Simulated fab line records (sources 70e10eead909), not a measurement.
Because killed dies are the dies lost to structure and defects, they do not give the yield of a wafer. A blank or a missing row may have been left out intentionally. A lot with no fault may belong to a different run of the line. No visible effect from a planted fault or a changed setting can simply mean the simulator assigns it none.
Commonality check across tools || flow nand-harc || Sampled: 12 lots, 36 wafers

== REASON IT WAS OPENED ==
At NHARC_P_GATE_CD_MEAS_91 the reading cd-nm is flagged on 1 of 12 lots. No-fault wafers: 1999 nm, standard deviation 3.
Rule: flag the lot when none of its wafers has a number, or when each of its wafers that has one lies beyond 4 standard deviations from that mean. The other lots count as sound.

{"lot": "L174", "measured": "day 5 15:37", "on": "cd-sem-03", "cd-nm (nm), wafer by wafer": "2000 1999 2001", "flag": ""}
{"lot": "L175", "measured": "day 6 02:29", "on": "cd-sem-01", "cd-nm (nm), wafer by wafer": "1998 2002 1999", "flag": ""}
{"lot": "L176", "measured": "day 6 11:43", "on": "cd-sem-01", "cd-nm (nm), wafer by wafer": "2002 1997 1999", "flag": ""}
{"lot": "L177", "measured": "day 7 03:43", "on": "cd-sem-03", "cd-nm (nm), wafer by wafer": "1998 1996 1999", "flag": ""}
{"lot": "L181", "measured": "day 8 17:20", "on": "cd-sem-01", "cd-nm (nm), wafer by wafer": "2024 2022 2021", "flag": "FLAGGED"}
{"lot": "L191", "measured": "day 13 00:00", "on": "cd-sem-02", "cd-nm (nm), wafer by wafer": "2002 2003 2001", "flag": ""}
{"lot": "L190", "measured": "day 13 00:44", "on": "cd-sem-03", "cd-nm (nm), wafer by wafer": "1996 2002 1993", "flag": ""}
{"lot": "L193", "measured": "day 13 12:56", "on": "cd-sem-03", "cd-nm (nm), wafer by wafer": "2004 2005 2001", "flag": ""}
{"lot": "L192", "measured": "day 13 13:53", "on": "cd-sem-03", "cd-nm (nm), wafer by wafer": "1995 1999 2002", "flag": ""}
{"lot": "L195", "measured": "day 14 16:46", "on": "cd-sem-02", "cd-nm (nm), wafer by wafer": "2002 2004 2004", "flag": ""}
{"lot": "L196", "measured": "day 14 22:01", "on": "cd-sem-02", "cd-nm (nm), wafer by wafer": "2003 1998 1996", "flag": ""}
{"lot": "L197", "measured": "day 14 22:53", "on": "cd-sem-02", "cd-nm (nm), wafer by wafer": "1996 2002 2001", "flag": ""}
Average over the flagged lots: 2022 nm; offset from the usual +23 nm, equal to +8 standard deviations.

== TOOL THAT RAN EACH LOT ==
The record holds 3 process steps before the reading, out of a route of 1302 steps. In each cell: the tool, then ch and the chambers that the sampled wafers went through, then the start.
{"lot": "L174", "flag": "", "NHARC_P_GATE_DESCUM_13": "rie-diel-07 ch 0,2,3, day 4 09:45", "NHARC_P_GATE_HM_OPEN_105": "rie-diel-01 ch 1,3, day 5 15:28 or earlier", "NHARC_P_GATE_EXPOSE_88": "krf-scanner-02 ch 0, day 5 15:28"}
{"lot": "L175", "flag": "", "NHARC_P_GATE_DESCUM_13": "rie-diel-13 ch 1,2, day 4 21:01", "NHARC_P_GATE_HM_OPEN_105": "rie-diel-13 ch 0,2,3, day 6 02:19 or earlier", "NHARC_P_GATE_EXPOSE_88": "krf-scanner-02 ch 0, day 6 02:19"}
{"lot": "L176", "flag": "", "NHARC_P_GATE_DESCUM_13": "rie-diel-07 ch 0,3, day 5 06:01", "NHARC_P_GATE_HM_OPEN_105": "rie-diel-07 ch 0,2, day 6 11:34 or earlier", "NHARC_P_GATE_EXPOSE_88": "krf-scanner-04 ch 0, day 6 11:34"}
{"lot": "L177", "flag": "", "NHARC_P_GATE_DESCUM_13": "rie-diel-07 ch 1,2,3, day 5 19:14", "NHARC_P_GATE_HM_OPEN_105": "rie-diel-07 ch 1,3, day 7 03:34 or earlier", "NHARC_P_GATE_EXPOSE_88": "krf-scanner-04 ch 0, day 7 03:34"}
{"lot": "L181", "flag": "FLAGGED", "NHARC_P_GATE_DESCUM_13": "rie-diel-13 ch 1,2,3, day 7 12:05", "NHARC_P_GATE_HM_OPEN_105": "rie-diel-01 ch 0,3, day 8 17:11 or earlier", "NHARC_P_GATE_EXPOSE_88": "krf-scanner-02 ch 0, day 8 17:11"}
{"lot": "L191", "flag": "", "NHARC_P_GATE_DESCUM_13": "rie-diel-01 ch 0,2,3, day 11 19:02", "NHARC_P_GATE_HM_OPEN_105": "rie-diel-01 ch 0,2,3, day 12 23:50 or earlier", "NHARC_P_GATE_EXPOSE_88": "krf-scanner-03 ch 0, day 12 23:50"}
{"lot": "L190", "flag": "", "NHARC_P_GATE_DESCUM_13": "rie-diel-01 ch 1,2, day 11 19:13", "NHARC_P_GATE_HM_OPEN_105": "rie-diel-13 ch 0,2, day 13 00:35 or earlier", "NHARC_P_GATE_EXPOSE_88": "krf-scanner-04 ch 0, day 13 00:35"}
{"lot": "L193", "flag": "", "NHARC_P_GATE_DESCUM_13": "rie-diel-13 ch 1,3, day 12 07:43", "NHARC_P_GATE_HM_OPEN_105": "rie-diel-13 ch 0,1, day 13 12:46 or earlier", "NHARC_P_GATE_EXPOSE_88": "krf-scanner-04 ch 0, day 13 12:46"}
{"lot": "L192", "flag": "", "NHARC_P_GATE_DESCUM_13": "rie-diel-07 ch 2,3, day 12 07:32", "NHARC_P_GATE_HM_OPEN_105": "rie-diel-01 ch 0,2,3, day 13 13:44 or earlier", "NHARC_P_GATE_EXPOSE_88": "krf-scanner-03 ch 0, day 13 13:44"}
{"lot": "L195", "flag": "", "NHARC_P_GATE_DESCUM_13": "rie-diel-01 ch 2,3, day 13 03:32", "NHARC_P_GATE_HM_OPEN_105": "rie-diel-07 ch 0,2,3, day 14 16:37 or earlier", "NHARC_P_GATE_EXPOSE_88": "krf-scanner-04 ch 0, day 14 16:37"}
{"lot": "L196", "flag": "", "NHARC_P_GATE_DESCUM_13": "rie-diel-01 ch 0,1,2, day 13 17:05", "NHARC_P_GATE_HM_OPEN_105": "rie-diel-01 ch 1,2,3, day 14 21:51 or earlier", "NHARC_P_GATE_EXPOSE_88": "krf-scanner-04 ch 0, day 14 21:51"}
{"lot": "L197", "flag": "", "NHARC_P_GATE_DESCUM_13": "rie-diel-13 ch 0,1,2, day 13 16:56", "NHARC_P_GATE_HM_OPEN_105": "rie-diel-01 ch 1,2,3, day 14 22:44 or earlier", "NHARC_P_GATE_EXPOSE_88": "krf-scanner-04 ch 0, day 14 22:44"}
What the steps here do:
- NHARC_P_GATE_DESCUM_13: chemistry O2, time 3 s.
- NHARC_P_GATE_HM_OPEN_105: chemistry O2/COS, target depth 360 nm.
- NHARC_P_GATE_EXPOSE_88: exposes mask P HVN, target cd 2000 nm.
- NHARC_P_GATE_CD_MEAS_91: target cd 2000 nm.

== FLAGGED AGAINST TOTAL, ONE TOOL AT A TIME (gauges that did the reading follow at the end) ==
{"step": "NHARC_P_GATE_DESCUM_13", "tool": "rie-diel-01", "lots run": 4, "flagged": 0, "share of the flagged lots": "none", "sound lots run after its first flagged lot": "-"}
{"step": "NHARC_P_GATE_DESCUM_13", "tool": "rie-diel-07", "lots run": 4, "flagged": 0, "share of the flagged lots": "none", "sound lots run after its first flagged lot": "-"}
{"step": "NHARC_P_GATE_DESCUM_13", "tool": "rie-diel-13", "lots run": 4, "flagged": 1, "share of the flagged lots": "all", "sound lots run after its first flagged lot": "2 (L193,L197)"}
{"step": "NHARC_P_GATE_HM_OPEN_105", "tool": "rie-diel-01", "lots run": 6, "flagged": 1, "share of the flagged lots": "all", "sound lots run after its first flagged lot": "4 (L191,L192,L196,L197)"}
{"step": "NHARC_P_GATE_HM_OPEN_105", "tool": "rie-diel-07", "lots run": 3, "flagged": 0, "share of the flagged lots": "none", "sound lots run after its first flagged lot": "-"}
{"step": "NHARC_P_GATE_HM_OPEN_105", "tool": "rie-diel-13", "lots run": 3, "flagged": 0, "share of the flagged lots": "none", "sound lots run after its first flagged lot": "-"}
{"step": "NHARC_P_GATE_EXPOSE_88", "tool": "krf-scanner-02", "lots run": 3, "flagged": 1, "share of the flagged lots": "all", "sound lots run after its first flagged lot": 0}
{"step": "NHARC_P_GATE_EXPOSE_88", "tool": "krf-scanner-03", "lots run": 2, "flagged": 0, "share of the flagged lots": "none", "sound lots run after its first flagged lot": "-"}
{"step": "NHARC_P_GATE_EXPOSE_88", "tool": "krf-scanner-04", "lots run": 7, "flagged": 0, "share of the flagged lots": "none", "sound lots run after its first flagged lot": "-"}
{"step": "NHARC_P_GATE_CD_MEAS_91", "tool": "cd-sem-01", "lots run": 3, "flagged": 1, "share of the flagged lots": "all", "sound lots run after its first flagged lot": 0}
{"step": "NHARC_P_GATE_CD_MEAS_91", "tool": "cd-sem-02", "lots run": 4, "flagged": 0, "share of the flagged lots": "none", "sound lots run after its first flagged lot": "-"}
{"step": "NHARC_P_GATE_CD_MEAS_91", "tool": "cd-sem-03", "lots run": 5, "flagged": 0, "share of the flagged lots": "none", "sound lots run after its first flagged lot": "-"}
NHARC_P_GATE_HM_OPEN_105: start missing for some lots; hours and lot order therefore follow NHARC_P_GATE_EXPOSE_88.

== THE TABLE: WHAT IT ALLOWS ==
4 rows of the table ran every flagged lot: rie-diel-13 at NHARC_P_GATE_DESCUM_13, rie-diel-01 at NHARC_P_GATE_HM_OPEN_105, krf-scanner-02 at NHARC_P_GATE_EXPOSE_88, cd-sem-01 at NHARC_P_GATE_CD_MEAS_91.
- rie-diel-13 at NHARC_P_GATE_DESCUM_13 ran 4 lots, 1 of them flagged. Sound lots ran on it after the first flagged one (L193, L197), which a lasting fault on the whole tool wouldn't allow.
- rie-diel-01 at NHARC_P_GATE_HM_OPEN_105 ran 6 lots, 1 of them flagged. Sound lots ran on it after the first flagged one (L191, L192, L196, L197), which a lasting fault on the whole tool wouldn't allow.
- krf-scanner-02 at NHARC_P_GATE_EXPOSE_88 ran 3 lots, 1 of them flagged. Its last sound lot is L175 (day 6 02:19), its first flagged lot L181 (day 8 17:11): a fault that began between those two fits.
- cd-sem-01 at NHARC_P_GATE_CD_MEAS_91 ran 3 lots, 1 of them flagged. Its last sound lot is L176 (day 6 11:43), its first flagged lot L181 (day 8 17:20): a fault that began between those two fits.
A lot count leaves these 2 tools indistinguishable: every one of them fits a fault beginning at some hour. More lots, or a look at what each step does to the wafer, might.

== WHAT THE SIMULATOR HAD INSERTED ==
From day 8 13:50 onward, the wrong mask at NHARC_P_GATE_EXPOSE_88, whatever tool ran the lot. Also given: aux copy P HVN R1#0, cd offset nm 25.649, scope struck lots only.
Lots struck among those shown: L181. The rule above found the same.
